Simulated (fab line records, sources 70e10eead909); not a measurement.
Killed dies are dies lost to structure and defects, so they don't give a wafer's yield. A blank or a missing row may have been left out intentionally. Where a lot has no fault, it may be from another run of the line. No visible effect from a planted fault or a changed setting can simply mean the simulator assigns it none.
Comparing a struck lot with a sound one / flow nand harc / 13 out of 1302 route steps
Sound: the wafers L179.1, L179.2, L179.5. Struck: wafer L182.1. (L182.4, L182.5 of the same lot were not struck and are left out.) The cause comes at the end.
At each step with rows: each side's tool, then ch and its chambers, then its first start. Under that, the readings that differ: sound wafers / struck wafers / difference of the means / sigmas: that difference in standard deviations of wafers without a fault.
alike: words and numbers the same on both sides, and readings whose means are apart by under 2 such deviations; not compared: readings that were withheld, readings missing a value for some wafer, numbers with overlapping values and no deviation given by the record, and bounds like >300 which may hide the same value.
The two part at a step that has a row with sigmas, a row that says differs or no value, or rows on one side only. When numbers do not overlap yet have no deviation, they are printed without sigmas and do not part them. A reading that every wafer of one side lacks parts them only if that side has two wafers or more.

first, 10 steps without rows for these wafers: NHARC_A_STAIRCASE_SRD_174; NHARC_A_STAIRCASE_DEHYDRATE_01 (time 120 s); NHARC_A_STAIRCASE_HMDS_02 (time 30 s); NHARC_A_STAIRCASE_COAT_03; NHARC_A_STAIRCASE_SOFTBAKE_04 (time 170 s); NHARC_A_STAIRCASE_EBR_05; NHARC_A_STAIRCASE_EXPOSE_06 (exposes mask STAIR); NHARC_A_STAIRCASE_PEB_07 (peb time 130 s); NHARC_A_STAIRCASE_DEVELOP_08 (time 140 s); NHARC_A_STAIRCASE_HARDBAKE_10 (time 140 s).
NHARC_A_STAIRCASE_DESCUM_11: chemistry O2, time 3 s.
  sound on rie diel-01 ch 1,2, day 16 12:46; struck on rie diel-04 ch 3, day 17 10:23
reading=drypump motor current A (A); sound=5.1 5.1 5.1; struck=6.2; difference=+1.1; sigmas=+2
  alike: oes product au, rf vpp V, showerhead plenum p Torr, throttle valve pct
  not compared: rf hours counter h
NHARC_A_STAIRCASE_TRIM_12: chemistry O2, time 211.2 s.
  sound on rie diel-01 ch 0,2,3, day 16 12:53; struck on rie diel-04 ch 3, day 17 10:27
reading=run length s (s); sound=231.9 232.4 232.4; struck=322.0; difference=+89.8; sigmas=+99 or more
  alike: drypump motor current A, oes product au, rf vpp V, showerhead plenum p Torr, throttle valve pct
  not compared: rf hours counter h
NHARC_A_STAIRCASE_ETCH_13: etches the open film in C4F8/O2, target depth 100 nm, time 40.5 s.
  sound on rie diel-01 ch 1,2; struck on rie diel-04 ch 3
  alike: oes product au, rf vpp V
  not compared: rf hours counter h

WHERE THEY PART
At NHARC_A_STAIRCASE_DESCUM_11 first; at NHARC_A_STAIRCASE_TRIM_12 last (within this record only). Later steps at which nothing parts them and some readings are alike: NHARC_A_STAIRCASE_ETCH_13.

WHY: whatever the simulator had introduced
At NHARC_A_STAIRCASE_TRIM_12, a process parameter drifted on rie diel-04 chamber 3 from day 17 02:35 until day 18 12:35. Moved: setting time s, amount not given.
